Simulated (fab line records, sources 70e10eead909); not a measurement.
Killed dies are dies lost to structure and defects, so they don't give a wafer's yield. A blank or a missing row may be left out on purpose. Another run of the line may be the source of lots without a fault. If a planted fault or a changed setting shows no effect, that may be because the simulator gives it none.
2 desks looking at one fault    flow nandHarc    only its own numbers are on each desk; what lay behind them is given at the end

## METROLOGY DESK
What the gauges read for every lot (on any tool): the sampled wafers with a number, averaged. The brackets show how far a lot's mean lies from the usual mean; more than 4 standard deviations puts the lot out of limits, marked OUT.
Columns: A = overlayXNm at NHARC_P_BONDPAD_OVL_MEAS_38, usual 2 nm; B = overlayYNm at NHARC_P_BONDPAD_OVL_MEAS_38, usual -2 nm
lot   first seen here  A   B
L503  day 6 10:25      3   7
L505  day 7 03:42      -1  2
L504  day 7 04:31      -4  -12
L515  day 11 13:53     9   2
L516  day 11 20:50     6   -4
L518  day 12 13:46     1   6
L517  day 12 13:56     -6  6
L520  day 13 22:49     13  -3
L521  day 14 02:28     0   -16
L522  day 14 15:49     9   -3
L523  day 14 20:56     2   5
L525  day 15 17:17     1   -1
L526  day 16 10:42     -4  -6
This desk's finding: nothing out of limits on any of the 13 lots.

## DESK OF THE TOOL OWNER: rieSi-06
The tool's own readings at NHARC_A_ZERO_WELL_ETCH_13 (etches the open film in HBr/Cl2, target depth 120 nm, time 40.1 s): means of the sampled wafers that have a number, for each lot that ran on this tool. The brackets show how far a lot's mean lies from the usual mean; more than 4 standard deviations puts the lot out of limits, marked OUT.
Columns: A = drypumpMotorCurrentA at NHARC_A_ZERO_WELL_ETCH_13, usual 5.7 A; B = oesProductAu at NHARC_A_ZERO_WELL_ETCH_13, usual 0.997 a.u.; C = throttleValvePct at NHARC_A_ZERO_WELL_ETCH_13, usual 26.405 %
lot   first seen here  A    B                 C
L503  day 6 14:48      5.5  0.994             26.405
L504  day 7 08:53      5.7  1.000             26.410
L515  day 11 18:16     5.6  0.961             26.400
L516  day 12 01:13     5.7  0.949 (-4.8) OUT  26.391
L521  day 14 06:54     5.7  1.004             26.399
L523  day 15 01:10     5.4  0.995             26.407
This desk's finding: out of limits on L516; first on L516, day 12 01:13 (oesProductAu at NHARC_A_ZERO_WELL_ETCH_13). L503, L504, L515, L521, L523: within limits.

## BROUGHT TOGETHER
The tool owner's desk could have raised an alarm at day 12 01:13, on L516.
Nothing out of limits was seen by the metrology desk.
The metrology desk holds a record of L516, inside its limits.
Of the lots named, all ran NHARC_A_ZERO_WELL_ETCH_13 on rieSi-06.

## WHAT THE SIMULATOR HAD PUT IN
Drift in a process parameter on rieSi-06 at NHARC_A_ZERO_WELL_ETCH_13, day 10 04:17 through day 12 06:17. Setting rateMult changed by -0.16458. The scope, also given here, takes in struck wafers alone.
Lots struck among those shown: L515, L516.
Hours from the fault's start to each desk's first reading out of limits: the tool owner's desk, 45.
